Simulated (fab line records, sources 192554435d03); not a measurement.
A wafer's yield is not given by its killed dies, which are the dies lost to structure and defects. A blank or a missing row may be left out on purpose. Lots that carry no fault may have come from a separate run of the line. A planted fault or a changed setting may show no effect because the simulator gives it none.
Matching of chambers	flow n5 finfet	4 sister chambers for N5_BEOL_M4_DESCUM_33 on rie diel-04
The step chemistry O2, time 7 s. 4 wafers are shown with their chamber, then 11 later ones without.

## WAFERS WITH THEIR CHAMBER
wafer	chamber	showerhead plenum p Torr (Torr)
L081.2	2	1.98
L086.4	3	2.22
L088.5	0	2.06
L087.1	1	2.12

## WAFERS WHOSE CHAMBER IS MISSING
wafer	showerhead plenum p Torr (Torr)
L087.2	2.22
L087.6	1.97
L091.3	2.12
L091.4	2.22
L091.6	2.12
L090.2	2.12
L090.3	2.21
L090.4	2.12
L097.1	2.21
L097.5	2.23
L097.6	2.06

## CHAMBER TAKEN BY EACH
wafer	from the rows above	in truth
L087.2	3	3
L087.6	2	2
L091.3	1	1
L091.4	3	3
L091.6	1	1
L090.2	1	1
L090.3	3	3
L090.4	1	1
L097.1	3	3
L097.5	3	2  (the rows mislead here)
L097.6	0	0
Correct placement for 10 of the 11. Number that these rows cannot place: 0. 1 placed wrongly.
How it was worked out, from the rows above alone: a wafer's distance from a chamber is the root of the sum, over the readings, of the square of ((its reading less the chamber's mean) divided by the reading's scatter). If the next closest chamber is less than 2 further off than the closest, the wafer can't be placed; otherwise it belongs to the closest. Each chamber's mean is taken over the wafers shown for it. The scatter (one wafer shown for each chamber): square how far every hidden wafer sits from the nearest shown wafer, average those squares and take the square root.
